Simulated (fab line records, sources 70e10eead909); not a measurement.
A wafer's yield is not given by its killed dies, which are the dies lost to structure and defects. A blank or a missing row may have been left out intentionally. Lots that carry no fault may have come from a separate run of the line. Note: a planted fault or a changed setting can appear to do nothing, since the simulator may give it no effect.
Struck lot and sound lot, side by side	flow nand harc	18 out of 1159 route steps
Sound: these wafers, L434.1, L434.3, L434.6. Struck: wafers L442.1, L442.2, L442.5. The cause is named last.
Order at every step that has rows: each side's tool, ch and its chambers, its first start. Under that, the readings that differ: sound wafers	struck wafers	difference of the means	sigmas: that difference in standard deviations of wafers without a fault.
alike: a reading whose means differ by less than 2 such deviations, as well as words and numbers matching on both sides. not compared: withheld readings; readings where some wafer has no value; bounds like >300 that might hide an equal value; numbers whose values overlap and for which the record gives no deviation.
The two part at a step that has a row with sigmas, a row that says differs or no value, or rows on one side only. Numbers that have no deviation but don't overlap get no sigmas and don't part them. Lack of a reading on every wafer of one side parts them only where that side has two or more wafers.

NHARC_A_M1_PRE_CLEAN_32: time 12 s.
  sound on pecvd-03 ch 1,2, day 18 07:13; struck on pecvd-03 ch 0,2, day 20 07:43
  alike: heater power outer w, heater power w
NHARC_A_M1_DEP_33: deposits SiCN, target thk 30 nm.
  sound on pecvd-03 ch 1,2, day 18 07:18; struck on pecvd-03 ch 0,2, day 20 07:47
  alike: heater power outer w, heater power w
NHARC_A_BONDPAD_DEP_00: deposits SiCN, target thk 250 nm.
  sound: pecvd-03 ch 0,2; struck: pecvd-03 ch 0,1,2
  alike: heater power outer w, heater power w
NHARC_A_BONDPAD_CMP_29: polishes SiCN, target thk 200 nm.
  sound on cmp-01 ch 0,1,2, day 18 08:19; struck on cmp-04 ch 0,3, day 20 08:46
  alike: edge zone pressure frac, motor current A
NHARC_A_BONDPAD_THK_MEAS_30: measures by ellipsometry.
  sound: film metro-01 at day 18 08:31; struck: film metro-01 at day 20 09:02
  alike: thk nm
then, 7 steps without rows for these wafers: NHARC_A_BONDPAD_SRD_31; NHARC_A_BONDPAD_DEHYDRATE_01 (time 120 s); NHARC_A_BONDPAD_HMDS_02 (time 30 s); NHARC_A_BONDPAD_COAT_33 (time 65 s); NHARC_A_BONDPAD_COAT_03 (resist thk 600 nm); NHARC_A_BONDPAD_SOFTBAKE_04 (time 70 s); NHARC_A_BONDPAD_EBR_05.
NHARC_A_BONDPAD_EXPOSE_06: exposes mask A BPAD.
  sound on krf scanner-03 ch 0, day 18 08:49; struck on krf scanner-03 ch 0, day 20 09:26
reading	sound	struck	difference	sigmas
exposure dose mJ cm2	36.95 36.95 37.03	24.24 24.26 24.22	-12.74	-99 or more
reticle temp C (C)	23.17 23.06 23.02	22.96 22.78 22.85	-0.22	-2
  alike: mask
then, 2 steps without rows for these wafers: NHARC_A_BONDPAD_PEB_07 (peb time 80 s); NHARC_A_BONDPAD_DEVELOP_08 (time 50 s).
NHARC_A_BONDPAD_CD_MEAS_09 targets a cd of 500 nm.
  sound on cd sem-03 ch 0, day 18 08:58; struck on cd sem-01 ch 0
reading	sound	struck	difference	sigmas
cd nm (nm)	499.5 499.1 499.6	491.1 489.8 489.5	-9.3	-7
  not compared: hold
NHARC_A_BONDPAD_OVL_MEAS_35:
  sound: overlay-01 at day 18 09:03; struck: overlay-02 at day 20 11:36
reading	sound	struck	difference	sigmas
hold	- - -	await dispo/1.7h/release await dispo/1.7h/release await dispo/1.7h/release	no value on the sound wafers	
  alike: overlay x nm, overlay y nm
NHARC_END_SORT_01:
  the record has rows for the struck wafers here (prober-02 ch 0, day 21 22:29) and none for the sound ones

== WHERE THEY PART ==
Last at NHARC_END_SORT_01 as far as this record goes, first at NHARC_A_BONDPAD_EXPOSE_06.

WHY: the cause the simulator had injected
Process parameters drifting: krf scanner-03 at NHARC_A_BONDPAD_EXPOSE_06, beginning at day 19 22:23. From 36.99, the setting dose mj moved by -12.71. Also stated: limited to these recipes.
